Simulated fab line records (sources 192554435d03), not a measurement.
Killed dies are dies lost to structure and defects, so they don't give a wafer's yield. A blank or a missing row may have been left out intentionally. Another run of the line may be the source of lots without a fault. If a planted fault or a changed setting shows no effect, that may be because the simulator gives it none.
Matching of chambers	flow n5_finfet	N5_BEOL_M7_ETCH_72 on rie_diel-03: 4 sister chambers
The step etches underlayer in N2/H2, target depth 6.5 nm, time 5.2 s. 4 wafers are shown with their chamber, then 10 later ones without.

## EACH WAFER AND ITS CHAMBER
wafer	chamber	drypump_motor_current_A (A)
L085.5	0	6.7
L087.4	1	6.1
L089.1	3	5.9
L089.2	2	4.9

## WAFERS WHOSE CHAMBER IS MISSING
wafer	drypump_motor_current_A (A)
L089.6	4.9
L091.3	6.1
L091.4	6.7
L091.5	4.9
L092.1	4.8
L092.2	6.1
L092.5	6.7
L094.1	6.1
L094.4	6.7
L094.5	6.7

## THE CHAMBER EACH PASSED THROUGH
wafer	from the rows above	in truth
L089.6	2	2
L091.3	1	1
L091.4	0	0
L091.5	2	2
L092.1	2	2
L092.2	1	1
L092.5	0	0
L094.1	1	1
L094.4	0	0
L094.5	0	0
Correct placement for 10 of the 10. Not placeable from these rows: 0. Number placed wrongly: 0.
How it was worked out, from the rows above alone: a wafer's distance from a chamber is the root of the sum, over the readings, of the square of ((its reading less the chamber's mean) divided by the reading's scatter). The wafer belongs to the nearest chamber; if the next one is less than 2 further off, it can't be placed. For every chamber, the mean is computed from those of its wafers that are shown. The scatter (one wafer shown for each chamber): square how far every hidden wafer sits from the nearest shown wafer, average those squares and take the square root.
